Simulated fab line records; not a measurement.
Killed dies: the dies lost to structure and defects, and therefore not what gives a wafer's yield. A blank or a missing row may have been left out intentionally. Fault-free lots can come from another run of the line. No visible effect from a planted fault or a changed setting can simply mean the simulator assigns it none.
Which tool was responsible? | flow n5 finfet | 27 wafers from 9 lots sampled at 5 of the route's 1938 steps

WHAT EACH GAUGE READ, for each wafer
N5_BEOL_M4_RC_MEAS_101. Usual: DIBL_N 36.9 mV/V, standard deviation 1.7; DIBL_P 36.7 mV/V, standard deviation 2.1; IOFF_N 0.17 nA/um, standard deviation 0.032; IOFF_N_LONG 5.63e-05 nA/um, standard deviation 2.6e-06; IOFF_P 0.22 nA/um, standard deviation 0.036; ION_N 674 uA/um, standard deviation 12; ION_P 461 uA/um, standard deviation 7; SS_N 71.7 mV/dec, standard deviation 0.6; SS_P 73.4 mV/dec, standard deviation 0.67; VT_N 249 mV, standard deviation 3.1; VT_P -250 mV, standard deviation 3.2.
lot  | measured     | on        | DIBL_N (mV/V)  | DIBL_P (mV/V)  | IOFF_N (nA/um) | IOFF_N_LONG (nA/um)        | IOFF_P (nA/um) | ION_N (uA/um) | ION_P (uA/um) | SS_N (mV/dec)  | SS_P (mV/dec)  | VT_N (mV)   | VT_P (mV)      | flag
L651 | day 8 18:03  | prober-02 | 35.1 37.2 37.5 | 33.9 36.8 35.1 | 0.13 0.17 0.17 | 5.4e-05 5.3e-05 5.49e-05   | 0.15 0.19 0.16 | 653 682 677   | 449 455 451   | 70.7 71.6 71.5 | 73.5 73.1 73.5 | 251 251 248 | -257 -255 -256 |
L654 | day 9 05:38  | prober-02 | 38.0 35.7 37.3 | 40.4 36.3 39.3 | 0.20 0.16 0.18 | 5.37e-05 5.52e-05 5.45e-05 | 0.27 0.20 0.26 | 687 670 671   | 469 464 463   | 72.1 71.7 72.3 | 73.6 72.8 73.7 | 244 248 248 | -246 -251 -248 |
L655 | day 9 04:58  | prober-01 | 38.8 36.9 37.5 | 41.7 38.2 38.4 | 0.23 0.18 0.19 | 5.32e-05 5.27e-05 5.21e-05 | 0.27 0.21 0.21 | 694 676 683   | 468 452 456   | 72.2 71.8 71.6 | 74.3 73.9 74.3 | 245 250 248 | -251 -252 -254 |
L662 | day 11 09:40 | prober-02 | 34.9 35.7 36.9 | 35.1 34.9 37.2 | 0.13 0.13 0.16 | 6.33e-05 6.38e-05 6.41e-05 | 0.14 0.14 0.16 | 669 669 682   | 447 445 451   | 70.7 71.3 71.6 | 73.0 73.2 74.1 | 252 254 251 | -261 -260 -256 |
L663 | day 11 09:52 | prober-01 | 38.3 38.2 35.9 | 38.9 39.0 36.5 | 0.20 0.20 0.16 | 6.2e-05 6.29e-05 6.27e-05  | 0.23 0.23 0.19 | 688 688 677   | 458 461 458   | 71.8 71.4 71.6 | 74.6 74.2 72.9 | 248 247 252 | -252 -253 -254 |
L665 | day 11 13:01 | prober-01 | 36.7 37.6 36.9 | 36.8 36.9 36.5 | 0.14 0.18 0.15 | 5.52e-05 5.79e-05 5.69e-05 | 0.19 0.19 0.18 | 664 671 660   | 454 455 456   | 71.6 72.4 71.9 | 73.0 72.8 72.7 | 251 248 252 | -253 -251 -252 |
L667 | day 12 15:16 | prober-02 | 36.3 34.8 37.2 | 35.0 33.8 35.8 | 0.17 0.13 0.18 | 6.28e-05 6.09e-05 6.43e-05 | 0.26 0.23 0.26 | 681 668 681   | 470 469 471   | 71.5 71.8 71.3 | 72.7 72.6 73.8 | 247 254 247 | -245 -245 -245 |
L669 | day 13 01:27 | prober-01 | 35.4 37.0 35.2 | 37.3 37.7 37.1 | 0.16 0.17 0.15 | 5.5e-05 5.59e-05 5.35e-05  | 0.21 0.22 0.21 | 681 682 682   | 464 465 461   | 71.1 70.8 71.0 | 73.6 73.7 73.0 | 248 248 250 | -250 -249 -249 |
L672 | day 14 00:20 | prober-01 | 39.1 37.7 39.5 | 38.5 37.1 39.5 | 0.18 0.16 0.19 | 5.3e-05 5.24e-05 5.14e-05  | 0.23 0.22 0.26 | 663 659 681   | 460 458 467   | 71.9 72.1 72.8 | 74.1 73.7 73.8 | 251 252 251 | -249 -248 -247 |

EACH LOT AND THE TOOL THAT RAN IT (in order: tool; ch and the chambers of the sampled wafers; start)
lot  | N5_MOL_CONTACT_COAG_ETCH_110       | N5_MOL_CONTACT_COAG_IMPLANT_129 | N5_MOL_CONTACT_COAG_SPUTTER_143 | N5_MOL_CONTACT_COAG_PRE_CLEAN_142
L651 | rie diel-04 ch 1,3, day 5 11:01    | implanter-01 ch 0, day 5 11:14  | pvd sputter-01, day 5 12:48     | pvd sputter-02, day 5 14:56
L654 | rie diel-02 ch 0,2,3, day 6 01:37  | implanter-02 ch 0, day 6 01:50  | pvd sputter-02, day 6 03:12     | pvd sputter-01, day 6 05:40
L655 | rie diel-02 ch 0,2, day 6 07:20    | implanter-01 ch 0, day 6 07:29  | pvd sputter-02, day 6 08:52     | pvd sputter-01, day 6 13:26
L662 | rie diel-02 ch 2,3, day 8 03:04    | implanter-01 ch 0, day 8 03:13  | pvd sputter-02, day 8 08:25     | pvd sputter-02, day 8 10:08
L663 | rie diel-04 ch 0,1, day 8 06:00    | implanter-01 ch 0, day 8 06:11  | pvd sputter-02, day 8 09:22     | pvd sputter-02, day 8 12:41
L665 | rie diel-02 ch 0,1,2, day 8 14:37  | implanter-02 ch 0, day 8 14:48  | pvd sputter-03, day 8 16:56     | pvd sputter-02, day 8 19:25
L667 | rie diel-05 ch 1,2, day 9 09:00    | implanter-02 ch 0, day 9 09:11  | pvd sputter-03, day 9 11:50     | pvd sputter-02, day 9 15:14
L669 | rie diel-05 ch 1,2, day 9 17:45    | implanter-02 ch 0, day 9 17:59  | pvd sputter-03, day 9 21:16     | pvd sputter-01, day 9 23:14
L672 | rie diel-02 ch 0,1,2, day 10 11:53 | implanter-02 ch 0, day 10 12:08 | pvd sputter-02, day 10 14:47    | pvd sputter-03, day 10 18:02
- N5_MOL_CONTACT_COAG_ETCH_110: etches Si in CF4/O2, target depth 2.5 nm, time 8 s.
- N5_MOL_CONTACT_COAG_IMPLANT_129
- N5_MOL_CONTACT_COAG_SPUTTER_143: material Co, target thk 2.5 nm.
- N5_MOL_CONTACT_COAG_PRE_CLEAN_142: time 60 s.

WHAT THE TOOLS THEMSELVES READ (means of the sampled wafers that have a number; where no wafer has one, the mark that the record gives instead)
N5_MOL_CONTACT_COAG_ETCH_110. Usual: bias w 12.00 W, standard deviation 0.035; chamber pressure mTorr 99.99 mTorr, standard deviation 0.086; drypump motor current A 5.5 A, standard deviation 0.36; oes product au 0.77 a.u., standard deviation 0.082; rf vpp V 127.7 V, standard deviation 2.1; showerhead plenum p Torr 2.22 Torr, standard deviation 0.08; throttle valve pct 10.76 %, standard deviation 0.25.
lot  | tool        | bias w (W) | chamber pressure mTorr (mTorr) | drypump motor current A (A) | oes product au (a.u.) | rf vpp V (V) | showerhead plenum p Torr (Torr) | throttle valve pct (%) | flag
L651 | rie diel-04 | 11.99      | 99.86                          | 5.4                         | 0.72                  | 127.0        | 2.24                            | 10.95                  |
L654 | rie diel-02 | 12.01      | 99.91                          | 5.7                         | 0.79                  | 127.0        | 2.24                            | 10.78                  |
L655 | rie diel-02 | 12.00      | 99.95                          | 5.8                         | 0.72                  | 128.1        | 2.19                            | 10.89                  |
L662 | rie diel-02 | 12.01      | 100.06                         | 5.6                         | 0.84                  | 125.8        | 2.28                            | 10.72                  |
L663 | rie diel-04 | 12.01      | 99.95                          | 5.6                         | 0.70                  | 126.3        | 2.18                            | 11.02                  |
L665 | rie diel-02 | 12.02      | 100.00                         | 5.5                         | 0.76                  | 125.1        | 2.23                            | 10.78                  |
L667 | rie diel-05 | 11.99      | 99.99                          | 5.7                         | 0.72                  | 128.7        | 2.19                            | 10.94                  |
L669 | rie diel-05 | 11.99      | 100.01                         | 5.6                         | 0.72                  | 128.8        | 2.19                            | 10.94                  |
L672 | rie diel-02 | 12.02      | 99.99                          | 5.5                         | 0.75                  | 126.5        | 2.23                            | 10.83                  |

N5_MOL_CONTACT_COAG_IMPLANT_129. Usual: beam energy keV 2.9997, standard deviation 0.00087; end station pressure torr 5.9e-06 Torr, standard deviation 3.4e-07.
lot  | tool         | beam energy keV | end station pressure torr (Torr) | flag
L651 | implanter-01 | 3.0002          | 5.9e-06                          |
L654 | implanter-02 | 2.9990          | 6.0e-06                          |
L655 | implanter-01 | 2.9996          | 5.8e-06                          |
L662 | implanter-01 | 9.9915          | 1.0e-05                          | OFF
L663 | implanter-01 | 9.9921          | 1.1e-05                          | OFF
L665 | implanter-02 | 2.9997          | 5.8e-06                          |
L667 | implanter-02 | 2.9999          | 6.2e-06                          |
L669 | implanter-02 | 2.9999          | 5.6e-06                          |
L672 | implanter-02 | 2.9992          | 5.7e-06                          |

N5_MOL_CONTACT_COAG_SPUTTER_143. Usual: substrate temp c 25.00 C, standard deviation 0.11; throttle valve pct 29.7 %, standard deviation 0.99.
lot  | tool           | substrate temp c (C) | throttle valve pct (%) | flag
L651 | pvd sputter-01 | 24.98                | 29.7                   |
L654 | pvd sputter-02 | 25.00                | 29.6                   |
L655 | pvd sputter-02 | 25.03                | 30.0                   |
L662 | pvd sputter-02 | 25.10                | 29.0                   |
L663 | pvd sputter-02 | 25.15                | 29.9                   |
L665 | pvd sputter-03 | 24.98                | 29.5                   |
L667 | pvd sputter-03 | 25.03                | 30.8                   |
L669 | pvd sputter-03 | 25.02                | 29.9                   |
L672 | pvd sputter-02 | 24.90                | 29.6                   |

N5_MOL_CONTACT_COAG_PRE_CLEAN_142. Usual: heater power w reads 482 W (standard deviation 73).
lot  | tool           | heater power w (W) | flag
L651 | pvd sputter-02 | 554                |
L654 | pvd sputter-01 | 462                |
L655 | pvd sputter-01 | 460                |
L662 | pvd sputter-02 | 471                |
L663 | pvd sputter-02 | 511                |
L665 | pvd sputter-02 | 562                |
L667 | pvd sputter-02 | 574                |
L669 | pvd sputter-01 | 465                |
L672 | pvd sputter-03 | 500                |

THE ANSWER, worked out from the rows above alone
Rule: a lot counts as off when the mean over its wafers that have a number is more than 3 standard deviations away from the usual mean. A lot without any number at a reading at which 4 lots or more have one is off too. Where the step has rows for the other lots, those lots are counted as sound. First the gauges in route order, then the tools' own readings, where a lot's mean is used as printed above. The first step at which some lot is off is used, and at that step the reading that is off furthest; a lot without a number counts as furthest.
Off, at N5_MOL_CONTACT_COAG_IMPLANT_129 on beam energy keV: L662, L663.
If a tool, at that step or one of the process steps before it, ran each lot that is off and ran no sound lot following the first of them, it fits. One candidate fits, namely implanter-01 at N5_MOL_CONTACT_COAG_IMPLANT_129. Its last sound lot is L655 (day 6 07:29), its first lot that is off L662 (day 8 03:13): a fault that began between those two fits.
The tool's own readings at N5_MOL_CONTACT_COAG_IMPLANT_129 bear it out: on the lots that are off they differ by more than 5 times the standard deviation of the sound lots' means. beam energy keV reads 9.9918 there against 2.9996 on the sound lots; end station pressure torr reads 1.1e-05 Torr there against 5.9e-06 Torr on the sound lots.

WHAT THE SIMULATOR PUT IN
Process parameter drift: implanter-01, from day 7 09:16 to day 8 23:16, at N5_MOL_CONTACT_COAG_IMPLANT_129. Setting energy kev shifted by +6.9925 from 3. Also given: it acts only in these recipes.
Shown lots that were struck: L662, L663. The rule above found the same.
